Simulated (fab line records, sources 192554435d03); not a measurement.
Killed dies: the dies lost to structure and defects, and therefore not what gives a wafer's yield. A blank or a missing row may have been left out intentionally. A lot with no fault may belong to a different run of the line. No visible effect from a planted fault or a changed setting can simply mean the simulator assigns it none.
Which tool did it? -- flow n5_finfet -- 12 lots, 36 wafers sampled, at 8 steps of a route of 1938

== WHAT THE GAUGES READ, wafer by wafer ==
N5_BEOL_M5_OCD_MEAS_38. Usual: 71.3 nm for trench_depth_nm, sd 1.5.
lot,measured,on,trench_depth_nm (nm),flag
L886,day 9 04:44,ocd-01,72.2 70.8 72.1,
L887,day 9 10:43,ocd-01,69.3 70.8 69.2,
L890,day 11 06:28,ocd-01,73.0 71.8 72.1,
L889,day 11 09:53,ocd-01,70.6 70.0 71.7,
L892,day 12 05:20,ocd-02,70.9 69.6 70.3,
L893,day 12 11:46,ocd-01,71.0 72.8 73.2,
L896,day 13 11:12,ocd-01,71.3 48.9 73.2,OFF
L899,day 13 15:04,ocd-02,70.7 48.5 71.1,OFF
L906,day 15 10:52,ocd-01,70.2 72.7 72.7,
L907,day 15 11:10,ocd-02,73.0 73.8 71.7,
L908,day 15 18:14,ocd-01,74.1 68.7 73.8,
L909,day 15 19:54,ocd-02,71.8 73.5 68.7,

N5_BEOL_M5_THK_MEAS_53: measures by xrf. Usual: M5_THK typically reads 62.4 nm, with standard deviation 2.1.
lot,measured,on,M5_THK (nm),flag
L886,day 9 12:52,film_metro-01,63.2 60.4 63.7,
L887,day 9 17:01,film_metro-02,59.2 62.7 60.4,
L890,day 11 14:20,film_metro-01,64.1 60.7 61.3,
L889,day 11 16:31,film_metro-01,62.4 60.0 61.3,
L892,day 12 12:28,film_metro-02,61.9 63.4 62.5,
L893,day 12 19:13,film_metro-02,62.3 65.7 65.6,
L896,day 13 18:20,film_metro-02,63.9 38.6 64.5,OFF
L899,day 13 22:56,film_metro-02,61.7 40.4 63.3,OFF
L906,day 15 17:40,film_metro-02,59.8 63.9 62.7,
L907,day 15 22:07,film_metro-02,61.5 63.1 60.4,
L908,day 16 01:47,film_metro-01,66.2 59.2 63.8,
L909,day 16 02:50,film_metro-01,65.0 67.8 60.6,

N5_BEOL_M5_RS_MEAS_57: uses a four-point probe to measure. Usual: M5_RS typically reads 0.391 ohm/sq, with standard deviation 0.016.
lot,measured,on,M5_RS (ohm/sq),flag
L886,day 9 13:07,film_metro-02,0.381 0.404 0.378,
L887,day 9 17:16,film_metro-02,0.413 0.387 0.405,
L890,day 11 14:36,film_metro-02,0.376 0.399 0.399,
L889,day 11 16:52,film_metro-01,0.390 0.411 0.399,
L892,day 12 12:46,film_metro-02,0.397 0.384 0.391,
L893,day 12 19:28,film_metro-02,0.391 0.367 0.367,
L896,day 13 18:35,film_metro-02,0.382 0.717 0.375,OFF
L899,day 13 23:23,film_metro-02,0.397 0.682 0.385,OFF
L906,day 15 17:59,film_metro-01,0.415 0.381 0.388,
L907,day 15 22:25,film_metro-02,0.397 0.386 0.407,
L908,day 16 02:02,film_metro-02,0.360 0.413 0.379,
L909,day 16 03:06,film_metro-01,0.369 0.349 0.402,

N5_BEOL_M15_RC_MEAS_101. Usual: COMB_M10 1.49e-11 S/m, standard deviation 2.9e-12; COMB_M11 1.49e-11 S/m, standard deviation 2.6e-12; COMB_M12 7e-12 S/m, standard deviation 1.3e-12; COMB_M12_max_site 9.8e-12 S/m, standard deviation 2.2e-12; COMB_M13 5.4e-12 S/m, standard deviation 1e-12; COMB_M13_max_site 7.7e-12 S/m, standard deviation 1.7e-12; COMB_M14 4.1e-12 S/m, standard deviation 6.5e-13; COMB_M15 3e-12 S/m, standard deviation 5.3e-13; COMB_M6 2.6e-11 S/m, standard deviation 5e-12; COMB_M7 2.6e-11 S/m, standard deviation 6.3e-12; COMB_M8 2.5e-11 S/m, standard deviation 5.3e-12; COMB_M9 1.5e-11 S/m, standard deviation 3.1e-12; SERP_M10 3.07 ohm/um, standard deviation 0.09; SERP_M11 3.05 ohm/um, standard deviation 0.12; SERP_M11_max_site 3.15 ohm/um, standard deviation 0.13; SERP_M12 0.641 ohm/um, standard deviation 0.017; SERP_M13 0.310 ohm/um, standard deviation 0.0086; SERP_M14 0.160 ohm/um, standard deviation 0.0045; SERP_M5 39.3 ohm/um, standard deviation 2; SERP_M5_max_site 41.0 ohm/um, standard deviation 2.2; SERP_M6 13.8 ohm/um, standard deviation 0.62; SERP_M7 13.4 ohm/um, standard deviation 0.62; SERP_M8 13.8 ohm/um, standard deviation 0.56; SERP_M9 3.08 ohm/um, standard deviation 0.11.
lot,measured,on,COMB_M10 (S/m),COMB_M11 (S/m),COMB_M12 (S/m),COMB_M12_max_site (S/m),COMB_M13 (S/m),COMB_M13_max_site (S/m),COMB_M14 (S/m),COMB_M15 (S/m),COMB_M6 (S/m),COMB_M7 (S/m),COMB_M8 (S/m),COMB_M9 (S/m),SERP_M10 (ohm/um),SERP_M11 (ohm/um),SERP_M11_max_site (ohm/um),SERP_M12 (ohm/um),SERP_M13 (ohm/um),SERP_M14 (ohm/um),SERP_M5 (ohm/um),SERP_M5_max_site (ohm/um),SERP_M6 (ohm/um),SERP_M7 (ohm/um),SERP_M8 (ohm/um),SERP_M9 (ohm/um),flag
L886,day 12 13:49,prober-02,1.89e-11 1.36e-11 1.31e-11,1.44e-11 1.64e-11 1.33e-11,7.6e-12 6.9e-12 8e-12,1.03e-11 9.1e-12 1.33e-11,6.1e-12 4.9e-12 5.5e-12,6.6e-12 5.9e-12 7.1e-12,3.6e-12 3.3e-12 3.5e-12,3.8e-12 3e-12 4.1e-12,3e-11 2.9e-11 2.4e-11,2e-11 2.1e-11 2e-11,2.8e-11 2.6e-11 2.7e-11,1e-11 1.6e-11 1.5e-11,2.95 3.03 2.96,2.99 3.20 3.20,3.08 3.31 3.35,0.635 0.690 0.678,0.296 0.320 0.322,0.154 0.166 0.164,38.2 40.9 37.3,39.4 41.6 38.7,15.1 15.2 14.4,13.9 12.1 12.8,14.7 13.3 14.1,2.96 3.11 3.02,
L887,day 12 14:08,prober-01,2.09e-11 1.53e-11 1.69e-11,1.42e-11 1.36e-11 2.1e-11,4.8e-12 6.9e-12 5.8e-12,6.7e-12 9.2e-12 8e-12,5.2e-12 4.1e-12 5.9e-12,6e-12 5e-12 6.9e-12,5.1e-12 4.2e-12 3.2e-12,2.6e-12 2.9e-12 2.9e-12,3.5e-11 2e-11 2.2e-11,2.9e-11 3.3e-11 2.1e-11,2.5e-11 2.9e-11 3.4e-11,1.3e-11 1.5e-11 1.9e-11,3.11 3.06 3.12,3.11 3.12 2.98,3.16 3.23 3.10,0.610 0.609 0.629,0.306 0.307 0.308,0.150 0.152 0.150,42.1 38.5 38.7,43.8 40.9 41.9,13.2 13.6 12.9,13.8 14.5 13.1,14.2 14.1 12.8,3.07 2.95 3.01,
L890,day 14 15:46,prober-02,1.36e-11 1.17e-11 1.39e-11,1.59e-11 1.26e-11 1.18e-11,6.6e-12 5.7e-12 6.3e-12,8.7e-12 1.01e-11 7.9e-12,5.4e-12 4.1e-12 4.3e-12,9.4e-12 5.4e-12 7.5e-12,4.9e-12 5.3e-12 4.5e-12,2.8e-12 2.4e-12 2.8e-12,2e-11 1.8e-11 1.8e-11,2.2e-11 2.4e-11 2.7e-11,1.5e-11 2.5e-11 2.2e-11,8e-12 1.1e-11 1.6e-11,3.08 3.17 3.23,3.03 2.96 3.02,3.16 3.06 3.08,0.653 0.634 0.637,0.312 0.312 0.308,0.160 0.162 0.162,37.4 39.3 39.9,39.1 40.7 41.9,12.8 14.1 13.0,14.4 14.5 14.1,14.7 13.5 13.8,3.07 3.14 3.02,
L889,day 14 20:32,prober-02,1.66e-11 1.79e-11 1.73e-11,1.75e-11 1.48e-11 1.37e-11,6e-12 6.9e-12 8.1e-12,7.7e-12 8.8e-12 1.06e-11,4.8e-12 5.1e-12 4.8e-12,6e-12 8.3e-12 5.7e-12,5e-12 4.4e-12 3.7e-12,3.4e-12 3e-12 2.6e-12,2.1e-11 2.6e-11 2.9e-11,2.4e-11 2e-11 3.6e-11,2.8e-11 2.4e-11 2.8e-11,2.2e-11 1.5e-11 1.4e-11,3.06 3.03 3.02,3.11 2.93 3.19,3.21 3.10 3.30,0.638 0.633 0.646,0.310 0.313 0.313,0.163 0.158 0.166,37.7 39.2 40.6,38.6 41.4 42.8,13.9 14.3 14.5,13.3 13.1 14.3,14.4 14.7 13.8,3.13 3.04 3.15,
L892,day 15 22:27,prober-02,1.47e-11 1.44e-11 1.26e-11,1.2e-11 1.24e-11 1.19e-11,8e-12 8.6e-12 7.1e-12,9.4e-12 1.56e-11 1.1e-11,3.7e-12 5.4e-12 5.2e-12,5.1e-12 8e-12 6e-12,3.8e-12 6.4e-12 3.7e-12,2.4e-12 3.3e-12 2.3e-12,2.2e-11 3e-11 3e-11,1.9e-11 3.1e-11 2.2e-11,2.1e-11 1.7e-11 2.6e-11,1e-11 1.5e-11 9e-12,3.15 3.09 3.10,3.23 3.07 2.94,3.35 3.12 3.13,0.625 0.650 0.647,0.317 0.314 0.321,0.168 0.164 0.166,40.5 40.4 41.0,41.7 41.3 42.8,13.5 13.0 12.8,13.2 13.5 13.4,13.6 13.6 13.6,3.22 3.09 3.05,
L893,day 16 08:54,prober-01,1.61e-11 1.49e-11 1.31e-11,1.3e-11 1.27e-11 1.34e-11,8.8e-12 6.6e-12 7.2e-12,1.17e-11 1.07e-11 9.4e-12,4.9e-12 5.8e-12 6.7e-12,7.6e-12 8.5e-12 8.8e-12,4.5e-12 4e-12 4.6e-12,4.1e-12 3.4e-12 4.1e-12,1.6e-11 2.2e-11 2.1e-11,2.9e-11 2.3e-11 3.7e-11,3.2e-11 2.9e-11 2.5e-11,1.3e-11 1.8e-11 1.2e-11,3.07 2.88 3.08,3.10 3.02 3.08,3.22 3.08 3.23,0.660 0.619 0.635,0.317 0.310 0.296,0.159 0.165 0.156,42.0 39.3 37.8,44.4 41.0 40.1,13.3 14.3 14.0,13.3 12.4 13.0,13.6 13.4 13.4,3.16 3.19 3.05,
L896,day 17 07:20,prober-01,1.49e-11 1.9e-11 1.42e-11,1.39e-11 1.64e-11 1.02e-11,6.9e-12 9.9e-12 5.5e-12,1.19e-11 1.78e-11 7e-12,7.2e-12 4.5e-12 6.7e-12,1e-11 6.4e-12 1.08e-11,3.9e-12 3.9e-12 4.4e-12,3.5e-12 3.1e-12 3.8e-12,2.2e-11 2.6e-11 1.8e-11,2.5e-11 3.2e-11 2.1e-11,2.8e-11 2.7e-11 2.6e-11,1.5e-11 1.7e-11 1.6e-11,3.09 3.21 2.97,3.29 3.09 3.30,3.33 3.21 3.34,0.646 0.665 0.668,0.308 0.300 0.298,0.155 0.165 0.157,38.5 67.8 37.4,39.9 70.1 38.6,13.1 13.4 13.8,13.9 13.5 13.3,16.1 14.2 15.5,3.00 3.10 3.21,OFF
L899,day 17 09:52,prober-02,1.8e-11 1.12e-11 1.43e-11,1.13e-11 1.86e-11 1.69e-11,5.9e-12 5.8e-12 6.9e-12,7.8e-12 8.2e-12 9.5e-12,4e-12 5.1e-12 3.6e-12,7.1e-12 7.4e-12 7.1e-12,4.2e-12 4.1e-12 4.9e-12,2.6e-12 2.8e-12 2.3e-12,3.6e-11 2.9e-11 2.7e-11,2.2e-11 2.8e-11 1.7e-11,3.4e-11 3.2e-11 3.1e-11,1.2e-11 1.1e-11 1.3e-11,3.07 2.93 3.05,2.88 3.19 3.08,3.03 3.34 3.30,0.620 0.623 0.633,0.305 0.295 0.304,0.166 0.164 0.164,39.0 66.7 38.3,40.4 68.0 40.7,13.8 13.3 14.2,14.0 13.8 13.8,14.2 13.8 13.2,3.16 3.35 3.28,OFF
L906,day 19 11:59,prober-02,1.3e-11 1.25e-11 1.08e-11,1.03e-11 1.58e-11 1.03e-11,6.8e-12 9e-12 8.5e-12,1.07e-11 1.02e-11 1.02e-11,5.1e-12 5.1e-12 4.6e-12,9.1e-12 8.4e-12 6.6e-12,3.6e-12 4.2e-12 4.2e-12,3.6e-12 2.8e-12 3e-12,2.5e-11 2.8e-11 2e-11,2.5e-11 3.5e-11 3e-11,1.6e-11 1.8e-11 2.1e-11,1.2e-11 1.6e-11 1.3e-11,2.99 2.90 3.02,3.07 3.23 3.11,3.27 3.35 3.23,0.663 0.671 0.641,0.317 0.307 0.319,0.169 0.157 0.159,39.8 37.9 38.6,41.0 38.3 39.3,13.6 13.5 14.5,13.7 12.3 12.7,13.2 13.5 13.9,2.92 3.04 3.05,
L907,day 19 09:55,prober-01,1.37e-11 1.17e-11 1.59e-11,1.37e-11 1.71e-11 1.83e-11,1.06e-11 5.8e-12 6.8e-12,1.45e-11 7.7e-12 9.7e-12,5.6e-12 5.9e-12 5.3e-12,7.2e-12 1e-11 6.7e-12,3.6e-12 4.9e-12 3.8e-12,2.8e-12 3.5e-12 2.2e-12,2.6e-11 1.8e-11 1.7e-11,2.4e-11 2.1e-11 1.7e-11,3.3e-11 2e-11 2.6e-11,1.5e-11 1.5e-11 1.3e-11,2.90 2.85 3.01,3.17 2.92 3.11,3.26 2.99 3.23,0.630 0.626 0.651,0.311 0.314 0.308,0.161 0.157 0.159,38.8 37.7 39.9,40.6 38.7 40.8,14.5 13.6 14.8,13.7 14.0 13.4,14.6 14.3 14.0,2.83 2.85 2.93,
L908,day 19 10:08,prober-02,1.32e-11 1.34e-11 1.23e-11,1.39e-11 1.78e-11 1.42e-11,5.2e-12 6.3e-12 5.5e-12,6.5e-12 8.8e-12 7.7e-12,4.9e-12 5.6e-12 4.7e-12,8.4e-12 8.5e-12 5.8e-12,3.9e-12 4.8e-12 3.4e-12,4e-12 2.9e-12 2.9e-12,3e-11 2.2e-11 1.7e-11,2.6e-11 3.3e-11 2.9e-11,2.4e-11 2.3e-11 2.1e-11,1.4e-11 1.4e-11 1.5e-11,3.10 3.11 3.04,3.01 3.27 3.00,3.11 3.39 3.11,0.640 0.654 0.644,0.302 0.307 0.302,0.157 0.160 0.169,35.9 42.0 38.1,36.8 43.9 41.5,15.4 14.3 14.4,13.2 13.4 12.0,14.2 13.5 14.1,2.98 3.04 2.93,
L909,day 19 15:55,prober-01,1.27e-11 1.95e-11 1.51e-11,1.42e-11 1.62e-11 1.74e-11,5.8e-12 5.4e-12 8.3e-12,8.4e-12 7.5e-12 1.11e-11,4.8e-12 4.9e-12 5.8e-12,6.5e-12 8.1e-12 7.9e-12,3.3e-12 4.2e-12 3.6e-12,3.1e-12 2.5e-12 3.2e-12,2.6e-11 2.8e-11 2.1e-11,2.2e-11 2e-11 2.1e-11,2.2e-11 2.2e-11 2.4e-11,1.1e-11 1.8e-11 1.6e-11,3.01 3.12 2.96,2.93 2.89 3.18,2.97 2.98 3.21,0.636 0.635 0.622,0.334 0.308 0.315,0.153 0.164 0.164,37.6 33.6 40.2,38.9 37.3 45.2,13.3 13.4 13.4,13.0 13.2 13.1,13.5 13.3 13.7,3.01 3.02 2.96,

== TOOL THAT RAN EACH LOT (tool first, then ch and the chambers of the sampled wafers, then the start) ==
lot,N5_BEOL_M5_ETCH_68,N5_BEOL_M5_VIA_ETCH_34,N5_BEOL_M5_TRENCH_ETCH_37,N5_BEOL_M5_CURE_80
L886,"rie_diel-06 ch 0,1,3, day 9 04:23","rie_diel-06 ch 0,1,3, day 9 04:29","rie_diel-06 ch 0,1,3, day 9 04:35","uv_cure-02 ch 0, day 9 04:56"
L887,"rie_diel-02 ch 1,2, day 9 10:23","rie_diel-02 ch 1,2, day 9 10:29","rie_diel-02 ch 1,2, day 9 10:34","uv_cure-02 ch 1, day 9 10:55"
L890,"rie_diel-04 ch 0,1,3, day 11 06:07","rie_diel-04 ch 0,1,3, day 11 06:13","rie_diel-04 ch 0,1,3, day 11 06:19","uv_cure-01 ch 1, day 11 06:43"
L889,"rie_diel-06 ch 0,3, day 11 09:32","rie_diel-06 ch 0,3, day 11 09:38","rie_diel-06 ch 0,3, day 11 09:43","uv_cure-01 ch 1, day 11 10:13"
L892,"rie_diel-06 ch 0,2, day 12 05:00","rie_diel-06 ch 0,2, day 12 05:06","rie_diel-06 ch 0,2, day 12 05:11","uv_cure-01 ch 0, day 12 05:35"
L893,"rie_diel-06 ch 1,3, day 12 11:26","rie_diel-06 ch 1,3, day 12 11:32","rie_diel-06 ch 1,3, day 12 11:37","uv_cure-03 ch 1, day 12 11:58"
L896,"rie_diel-06 ch 1,2,3, day 13 10:52","rie_diel-06 ch 1,2,3, day 13 10:58","rie_diel-06 ch 1,2,3, day 13 11:03","uv_cure-02 ch 1, day 13 11:25"
L899,"rie_diel-06 ch 0,3, day 13 14:44","rie_diel-06 ch 0,3, day 13 14:50","rie_diel-06 ch 0,3, day 13 14:55","uv_cure-01 ch 1, day 13 15:17"
L906,"rie_diel-02 ch 0,2,3, day 15 10:32","rie_diel-02 ch 0,2,3, day 15 10:38","rie_diel-02 ch 0,2,3, day 15 10:43","uv_cure-03 ch 2, day 15 11:04"
L907,"rie_diel-04 ch 0,1, day 15 10:50","rie_diel-04 ch 0,1, day 15 10:56","rie_diel-04 ch 0,1, day 15 11:01","uv_cure-01 ch 2, day 15 11:25"
L908,"rie_diel-04 ch 1,2, day 15 17:54","rie_diel-04 ch 1,2, day 15 18:00","rie_diel-04 ch 1,2, day 15 18:05","uv_cure-03 ch 2, day 15 18:32"
L909,"rie_diel-04 ch 0,1,2, day 15 19:34","rie_diel-04 ch 0,1,2, day 15 19:40","rie_diel-04 ch 0,1,2, day 15 19:45","uv_cure-02 ch 1, day 15 20:05"
- N5_BEOL_M5_ETCH_68: etches SOC in N2/H2, target depth 80 nm, overetch 16 nm, time 120 s.
- N5_BEOL_M5_VIA_ETCH_34: etches SiCOH lowk in C4F6/O2, target depth 88.3 nm, time 39.2 s.
- N5_BEOL_M5_TRENCH_ETCH_37: etches SiCOH lowk in C4F6/O2, target depth 71.652 nm, time 24.7 s.
- N5_BEOL_M5_CURE_80: cures SiCOH lowk, time 120 s.

== AS READ BY THE TOOLS THEMSELVES (means over the sampled wafers that have a number; for cases with no such wafer, the mark the record gives instead) ==
N5_BEOL_M5_ETCH_68. Usual: drypump_motor_current_A 5.4 A (standard deviation 0.38); h2_flow_sccm 200.1 sccm (standard deviation 0.6); n2_flow_sccm 200.0 sccm (standard deviation 0.59); oes_product_au 0.60 a.u. (standard deviation 0.073); rf_vpp_V 523.0 V (standard deviation 2.8); showerhead_plenum_p_Torr 2.51 Torr (standard deviation 0.1); throttle_valve_pct 17.84 % (standard deviation 0.24).
lot,tool,drypump_motor_current_A (A),h2_flow_sccm (sccm),n2_flow_sccm (sccm),oes_product_au (a.u.),rf_vpp_V (V),showerhead_plenum_p_Torr (Torr),throttle_valve_pct (%),flag
L886,rie_diel-06,5.3,200.2,200.0,0.60,520.8,2.44,17.77,
L887,rie_diel-02,5.9,199.3,199.8,0.55,521.4,2.46,17.68,
L890,rie_diel-04,5.9,199.9,200.6,0.58,521.9,2.47,17.93,
L889,rie_diel-06,5.0,200.8,200.1,0.62,521.1,2.47,17.75,
L892,rie_diel-06,5.0,200.2,199.9,0.61,522.3,2.53,17.72,
L893,rie_diel-06,5.6,200.3,199.9,0.55,520.0,2.41,17.81,
L896,rie_diel-06,5.4,199.9,200.5,0.54,522.4,2.48,17.93,
L899,rie_diel-06,5.2,199.6,199.9,0.58,521.2,2.44,17.96,
L906,rie_diel-02,5.5,200.3,199.7,0.66,523.5,2.53,17.74,
L907,rie_diel-04,6.1,200.6,200.2,0.68,527.5,2.63,17.70,
L908,rie_diel-04,5.9,200.1,199.4,0.63,527.6,2.69,17.88,
L909,rie_diel-04,5.7,199.8,200.3,0.62,526.0,2.61,17.83,

N5_BEOL_M5_VIA_ETCH_34. Usual: drypump_motor_current_A 5.4 A, standard deviation 0.38; oes_product_au 0.78 a.u., standard deviation 0.099; rf_vpp_V 669 V, standard deviation 12; showerhead_plenum_p_Torr 2.82 Torr, standard deviation 0.11; throttle_valve_pct 20.90 %, standard deviation 0.24.
lot,tool,drypump_motor_current_A (A),oes_product_au (a.u.),rf_vpp_V (V),showerhead_plenum_p_Torr (Torr),throttle_valve_pct (%),flag
L886,rie_diel-06,5.3,0.78,673,2.75,20.93,
L887,rie_diel-02,5.8,0.70,675,2.74,20.65,
L890,rie_diel-04,5.9,0.76,649,2.77,20.93,
L889,rie_diel-06,5.0,0.81,677,2.76,20.84,
L892,rie_diel-06,5.0,0.79,679,2.83,20.75,
L893,rie_diel-06,5.5,0.72,669,2.73,21.05,
L896,rie_diel-06,5.4,0.71,672,2.79,21.06,
L899,rie_diel-06,5.2,0.74,674,2.74,21.08,
L906,rie_diel-02,5.5,0.87,670,2.83,20.78,
L907,rie_diel-04,6.1,0.89,655,2.96,20.80,
L908,rie_diel-04,5.9,0.84,666,3.01,20.93,
L909,rie_diel-04,5.7,0.82,661,2.92,20.89,

N5_BEOL_M5_TRENCH_ETCH_37. Usual: drypump_motor_current_A 5.4 A, standard deviation 0.38; oes_product_au 0.78 a.u., standard deviation 0.1; rf_vpp_V 669 V, standard deviation 12; showerhead_plenum_p_Torr 2.82 Torr, standard deviation 0.11; throttle_valve_pct 20.94 %, standard deviation 0.24.
lot,tool,drypump_motor_current_A (A),oes_product_au (a.u.),rf_vpp_V (V),showerhead_plenum_p_Torr (Torr),throttle_valve_pct (%),flag
L886,rie_diel-06,5.3,0.78,673,2.75,20.97,
L887,rie_diel-02,5.9,0.70,673,2.74,20.70,
L890,rie_diel-04,5.9,0.75,648,2.77,20.96,
L889,rie_diel-06,5.0,0.80,676,2.76,20.88,
L892,rie_diel-06,5.0,0.79,679,2.83,20.77,
L893,rie_diel-06,5.6,0.72,668,2.73,21.09,
L896,rie_diel-06,5.4,0.66,672,2.79,21.08,
L899,rie_diel-06,5.2,0.70,674,2.74,21.09,
L906,rie_diel-02,5.5,0.87,668,2.83,20.80,
L907,rie_diel-04,6.1,0.89,655,2.95,20.84,
L908,rie_diel-04,5.9,0.83,666,3.01,20.98,
L909,rie_diel-04,5.8,0.81,662,2.92,20.93,

N5_BEOL_M5_CURE_80. Usual: lamp_power_pct 52.32 %, standard deviation 0.053; wafer_temp_C_max 371.5, standard deviation 0.47.
lot,tool,lamp_power_pct (%),wafer_temp_C_max,flag
L886,uv_cure-02,52.39,371.3,
L887,uv_cure-02,52.30,371.0,
L890,uv_cure-01,52.32,371.2,
L889,uv_cure-01,52.33,371.2,
L892,uv_cure-01,52.27,371.6,
L893,uv_cure-03,52.30,371.9,
L896,uv_cure-02,52.32,371.4,
L899,uv_cure-01,52.36,371.0,
L906,uv_cure-03,52.34,371.1,
L907,uv_cure-01,52.21,371.3,
L908,uv_cure-03,52.32,371.3,
L909,uv_cure-02,52.33,371.3,

== THE ANSWER, worked out from the rows above alone ==
Rule: a lot counts as off when the mean over its wafers that have a number is more than 3 standard deviations away from the usual mean. Also off: a lot with no number at a reading for which 4 or more lots have one. The other lots that the step has rows for count as sound. First the gauges in route order, then the tools' own readings, where a lot's mean is used as printed above. At the first step where some lot is off, the reading lying furthest off is the one used; lots without a number count as furthest.
Off, at N5_BEOL_M5_OCD_MEAS_38 on trench_depth_nm: L896, L899.
If a tool, at a process step before that reading, ran all the lots that are off and no sound lot after the first of them, it fits. The gauges at N5_BEOL_M5_OCD_MEAS_38 aren't tried: what is off there is off at N5_BEOL_M5_THK_MEAS_53 too, on other tools, and a gauge's error can't cause that. One candidate fits, namely rie_diel-06 at N5_BEOL_M5_ETCH_68 and N5_BEOL_M5_VIA_ETCH_34 and N5_BEOL_M5_TRENCH_ETCH_37. At N5_BEOL_M5_ETCH_68 its last sound lot is L893 (day 12 11:26), its first lot that is off L896 (day 13 10:52): a fault that began between those two fits.

== WHAT WAS PUT IN BY THE SIMULATOR ==
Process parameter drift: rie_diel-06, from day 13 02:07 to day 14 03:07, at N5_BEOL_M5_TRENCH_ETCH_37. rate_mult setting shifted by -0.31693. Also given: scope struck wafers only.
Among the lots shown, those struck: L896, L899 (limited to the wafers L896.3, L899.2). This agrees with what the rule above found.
